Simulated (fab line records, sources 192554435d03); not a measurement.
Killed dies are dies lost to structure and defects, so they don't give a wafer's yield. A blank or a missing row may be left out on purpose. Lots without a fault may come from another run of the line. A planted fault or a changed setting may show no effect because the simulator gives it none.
Which tool did it? | flow n5_finfet | 24 lots, 72 wafers sampled, at 5 steps of a route of 1938

WHAT THE GAUGES READ, wafer by wafer
N5_BEOL_M13_CD_MEAS_28: target cd 209.5 nm.
lot  | measured     | on        | cd_nm (nm)
L075 | day 11 05:58 | cd_sem-03 | 209.5 208.7 209.5
L076 | day 11 12:40 | cd_sem-02 | 210.3 209.7 210.5
L074 | day 11 14:57 | cd_sem-02 | 209.6 207.8 207.6
L077 | day 11 20:46 | cd_sem-01 | 209.2 209.2 209.1
L079 | day 12 21:52 | cd_sem-03 | 206.3 207.4 208.1
L078 | day 12 23:15 | cd_sem-01 | 207.8 209.0 207.2
L082 | day 13 03:23 | cd_sem-03 | 211.2 208.1 208.1
L081 | day 13 04:26 | cd_sem-03 | 208.3 208.5 206.8
L080 | day 13 04:53 | cd_sem-03 | 208.8 207.4 207.5
L083 | day 13 15:09 | cd_sem-02 | 208.7 210.1 208.3
L085 | day 13 17:22 | cd_sem-03 | 206.6 207.4 207.2
L084 | day 14 00:13 | cd_sem-03 | 207.1 208.1 207.3
L086 | day 14 13:01 | cd_sem-03 | 211.1 208.9 209.3
L087 | day 14 15:50 | cd_sem-02 | 211.1 210.4 209.6
L088 | day 14 16:16 | cd_sem-02 | 208.6 207.0 207.6
L089 | day 15 00:49 | cd_sem-02 | 210.7 209.5 209.5
L090 | day 15 08:45 | cd_sem-03 | 210.6 209.0 208.1
L091 | day 15 09:21 | cd_sem-03 | 209.5 209.6 209.1
L092 | day 15 14:34 | cd_sem-01 | 210.7 209.1 209.9
L095 | day 16 04:04 | cd_sem-02 | 208.9 209.7 209.3
L093 | day 16 13:10 | cd_sem-01 | 210.5 211.1 208.3
L096 | day 16 20:32 | cd_sem-01 | 209.7 210.5 209.7
L094 | day 16 20:34 | cd_sem-03 | 209.0 209.0 208.7
L097 | day 17 07:47 | cd_sem-03 | 212.0 211.1 210.0

N5_BEOL_M13_RS_MEAS_54: measures by four-point-probe.
lot  | measured     | on            | M13_RS (ohm/sq)
L075 | day 11 10:59 | film_metro-01 | 0.0464 0.0449 0.0445
L076 | day 11 17:12 | film_metro-02 | 0.0438 0.0445 0.0449
L074 | day 11 20:11 | film_metro-01 | 0.0447 0.0434 0.0445
L077 | day 12 02:33 | film_metro-02 | 0.0453 0.0462 0.0451
L079 | day 13 03:40 | film_metro-02 | 0.0441 0.0463 0.0439
L078 | day 13 03:49 | film_metro-01 | 0.0443 0.0443 0.0448
L082 | day 13 06:14 | film_metro-02 | 0.0456 0.0457 0.0435
L081 | day 13 09:46 | film_metro-02 | 0.0438 0.0445 0.0436
L080 | day 13 10:35 | film_metro-02 | 0.0447 0.0458 0.0471
L083 | day 13 19:37 | film_metro-01 | 0.0435 0.0439 0.0436
L085 | day 13 23:22 | film_metro-01 | 0.0435 0.0436 0.0437
L084 | day 14 04:14 | film_metro-01 | 0.0436 0.0456 0.0438
L086 | day 14 16:15 | film_metro-01 | 0.0475 0.0449 0.0447
L087 | day 14 22:09 | film_metro-01 | 0.0445 0.0444 0.0446
L088 | day 14 22:49 | film_metro-01 | 0.0434 0.0449 0.0442
L089 | day 15 04:16 | film_metro-02 | 0.0445 0.0432 0.0436
L090 | day 15 13:44 | film_metro-02 | 0.0440 0.0454 0.0467
L091 | day 15 16:00 | film_metro-01 | 0.0444 0.0461 0.0447
L092 | day 15 18:39 | film_metro-02 | 0.0448 0.0444 0.0455
L095 | day 16 10:44 | film_metro-01 | 0.0436 0.0440 0.0448
L093 | day 16 18:17 | film_metro-01 | 0.0446 0.0445 0.0445
L096 | day 16 23:46 | film_metro-02 | 0.0441 0.0447 0.0450
L094 | day 17 00:17 | film_metro-02 | 0.0452 0.0437 0.0447
L097 | day 17 15:25 | film_metro-02 | 0.0459 0.0441 0.0461

N5_BEOL_M14_INSPECT_55: inspects for defects (darkfield).
lot  | measured     | on                | raw_defect_count
L075 | day 11 17:08 | defect_inspect-02 | 53 81 65
L076 | day 11 21:15 | defect_inspect-02 | 104 103 69
L074 | day 12 01:59 | defect_inspect-01 | 61 82 38
L077 | day 12 11:31 | defect_inspect-02 | 61 39 92
L079 | day 13 10:00 | defect_inspect-02 | 139 74 77
L078 | day 13 10:32 | defect_inspect-02 | 43 84 39
L082 | day 13 11:00 | defect_inspect-01 | 49 33 37
L081 | day 13 17:47 | defect_inspect-02 | 51 64 51
L080 | day 13 19:35 | defect_inspect-02 | 63 72 79
L083 | day 13 23:45 | defect_inspect-01 | 57 64 34
L085 | day 14 04:29 | defect_inspect-02 | 65 43 65
L084 | day 14 10:01 | defect_inspect-02 | 163 103 99
L086 | day 14 23:17 | defect_inspect-01 | 49 65 39
L087 | day 15 06:07 | defect_inspect-02 | 70 49 45
L088 | day 15 07:16 | defect_inspect-02 | 80 57 78
L089 | day 15 09:45 | defect_inspect-02 | 53 29 74
L090 | day 15 20:32 | defect_inspect-02 | 78 73 104
L091 | day 15 21:01 | defect_inspect-02 | 64 72 71
L092 | day 16 02:14 | defect_inspect-02 | 51 52 86
L095 | day 16 17:39 | defect_inspect-01 | 63 59 53
L093 | day 17 00:46 | defect_inspect-01 | 60 47 52
L096 | day 17 03:44 | defect_inspect-01 | 87 69 45
L094 | day 17 05:40 | defect_inspect-02 | 51 66 59
L097 | day 17 21:22 | defect_inspect-01 | 50 61 56

WHICH TOOL RAN EACH LOT (tool, then ch and the chambers of the sampled wafers, then the start)
lot  | N5_BEOL_M13_CMP_49            | N5_BEOL_M14_ANNEAL_48
L075 | cmp-04 ch 0,3, day 11 10:34   | rtp_anneal-01 ch 0, day 11 16:24
L076 | cmp-01 ch 0,2,3, day 11 16:47 | rtp_anneal-01 ch 0, day 11 20:30
L074 | cmp-04 ch 2,3, day 11 19:46   | rtp_anneal-02 ch 0, day 12 01:17
L077 | cmp-04 ch 1,2, day 12 02:07   | rtp_anneal-01 ch 0, day 12 10:51
L079 | cmp-02 ch 1,3, day 13 03:16   | rtp_anneal-01 ch 0, day 13 09:18
L078 | cmp-01 ch 0,3, day 13 03:23   | rtp_anneal-01 ch 0, day 13 09:47
L082 | cmp-02 ch 0,3, day 13 05:48   | rtp_anneal-01 ch 0, day 13 10:20
L081 | cmp-01 ch 0,2,3, day 13 09:25 | rtp_anneal-02 ch 0, day 13 17:02
L080 | cmp-01 ch 1,2, day 13 10:09   | rtp_anneal-01 ch 0, day 13 18:53
L083 | cmp-01 ch 0,1,2, day 13 19:16 | rtp_anneal-02 ch 0, day 13 23:01
L085 | cmp-02 ch 0,1,3, day 13 22:59 | rtp_anneal-02 ch 0, day 14 03:43
L084 | cmp-04 ch 0,3, day 14 03:49   | rtp_anneal-01 ch 0, day 14 09:16
L086 | cmp-02 ch 0,3, day 14 15:50   | rtp_anneal-02 ch 0, day 14 22:37
L087 | cmp-01 ch 2,3, day 14 21:43   | rtp_anneal-02 ch 0, day 15 05:25
L088 | cmp-01 ch 0,1, day 14 22:26   | rtp_anneal-02 ch 0, day 15 06:36
L089 | cmp-02 ch 0,2,3, day 15 03:51 | rtp_anneal-02 ch 0, day 15 09:00
L090 | cmp-02 ch 0,1,3, day 15 13:19 | rtp_anneal-02 ch 0, day 15 19:49
L091 | cmp-01 ch 1,2,3, day 15 15:35 | rtp_anneal-01 ch 0, day 15 19:59
L092 | cmp-01 ch 0,1,2, day 15 18:14 | rtp_anneal-02 ch 0, day 16 01:29
L095 | cmp-01 ch 1,2, day 16 10:19   | rtp_anneal-02 ch 0, day 16 16:57
L093 | cmp-02 ch 1,2,3, day 16 17:56 | rtp_anneal-01 ch 0, day 17 00:02
L096 | cmp-01 ch 0,1,3, day 16 23:20 | rtp_anneal-01 ch 0, day 17 02:59
L094 | cmp-01 ch 0,2, day 16 23:52   | rtp_anneal-02 ch 0, day 17 04:46
L097 | cmp-02 ch 0,1, day 17 14:59   | rtp_anneal-02 ch 0, day 17 20:31
- N5_BEOL_M13_CMP_49: polishes, stops on SiOC, t overpolish 17.1 s, target thk 420 nm.
- N5_BEOL_M14_ANNEAL_48: time 90 s.

WHAT THE TOOLS THEMSELVES READ (means of the sampled wafers that have a number; where no wafer has one, the mark that the record gives instead)
N5_BEOL_M13_CMP_49.
lot  | tool   | barrier_field_endpoint_s (s) | motor_current_A (A) | overpolish_run_s (s) | platen_rpm (rpm)
L075 | cmp-04 | 30.3                         | 6.0                 | 17.103               | 50.02
L076 | cmp-01 | 29.7                         | 6.3                 | 17.102               | 49.99
L074 | cmp-04 | 30.1                         | 5.9                 | 17.093               | 50.00
L077 | cmp-04 | 31.0                         | 5.9                 | 17.103               | 49.97
L079 | cmp-02 | 30.7                         | 6.2                 | 17.094               | 49.93
L078 | cmp-01 | 29.6                         | 5.8                 | 17.094               | 50.00
L082 | cmp-02 | 30.8                         | 5.6                 | 17.098               | 50.01
L081 | cmp-01 | 29.6                         | 6.2                 | 17.101               | 50.01
L080 | cmp-01 | 30.1                         | 6.2                 | 17.102               | 49.99
L083 | cmp-01 | 31.1                         | 6.4                 | 17.097               | 50.04
L085 | cmp-02 | 30.6                         | 5.9                 | 17.108               | 50.01
L084 | cmp-04 | 30.2                         | 6.0                 | 17.093               | 49.99
L086 | cmp-02 | 30.6                         | 5.8                 | 17.099               | 50.01
L087 | cmp-01 | 30.1                         | 5.9                 | 17.103               | 50.02
L088 | cmp-01 | 29.6                         | 6.3                 | 17.102               | 49.98
L089 | cmp-02 | 30.3                         | 6.0                 | 17.099               | 49.97
L090 | cmp-02 | 30.2                         | 6.1                 | 17.104               | 50.03
L091 | cmp-01 | 31.2                         | 5.8                 | 17.103               | 49.99
L092 | cmp-01 | 31.1                         | 6.5                 | 17.105               | 49.97
L095 | cmp-01 | 29.3                         | 6.3                 | 17.096               | 50.04
L093 | cmp-02 | 29.7                         | 6.3                 | 17.094               | 50.02
L096 | cmp-01 | 29.3                         | 6.1                 | 17.096               | 50.04
L094 | cmp-01 | 30.6                         | 6.5                 | 17.090               | 50.02
L097 | cmp-02 | 30.3                         | 6.6                 | 17.107               | 49.98

N5_BEOL_M14_ANNEAL_48.
lot  | tool          | wafer_temp_C_max
L075 | rtp_anneal-01 | 226.75
L076 | rtp_anneal-01 | 226.15
L074 | rtp_anneal-02 | 226.10
L077 | rtp_anneal-01 | 226.37
L079 | rtp_anneal-01 | 226.41
L078 | rtp_anneal-01 | 226.56
L082 | rtp_anneal-01 | 226.58
L081 | rtp_anneal-02 | 226.57
L080 | rtp_anneal-01 | 226.30
L083 | rtp_anneal-02 | 226.30
L085 | rtp_anneal-02 | 226.54
L084 | rtp_anneal-01 | 226.44
L086 | rtp_anneal-02 | 226.61
L087 | rtp_anneal-02 | 226.28
L088 | rtp_anneal-02 | 226.40
L089 | rtp_anneal-02 | 226.39
L090 | rtp_anneal-02 | 226.35
L091 | rtp_anneal-01 | 226.70
L092 | rtp_anneal-02 | 226.69
L095 | rtp_anneal-02 | 226.65
L093 | rtp_anneal-01 | 226.39
L096 | rtp_anneal-01 | 226.43
L094 | rtp_anneal-02 | 226.62
L097 | rtp_anneal-02 | 226.55

THE ANSWER, worked out from the rows above alone
Rule: what is usual is taken from the lots themselves. Put in order of their means at a reading, lots are off if they are a third of the lots or fewer, leave a main group of 4 or more, and stand apart from it by a gap of 3 or more times the standard deviation of the main group's means; of several such gaps the widest counts. A main group whose means are all the same, to the digits that the tables above print for the reading, isn't used. A lot without any number at a reading at which 4 lots or more have one is off too. The other lots that the step has rows for count as sound. The gauges are gone through in route order, then the tools' own readings, and for those a lot's mean is taken as printed above. The first step at which some lot is off is used, and at that step the reading that is off furthest; a lot without a number counts as furthest.
No lot is off at any reading shown: from this, nothing can be told.

WHAT THE SIMULATOR HAD PUT IN
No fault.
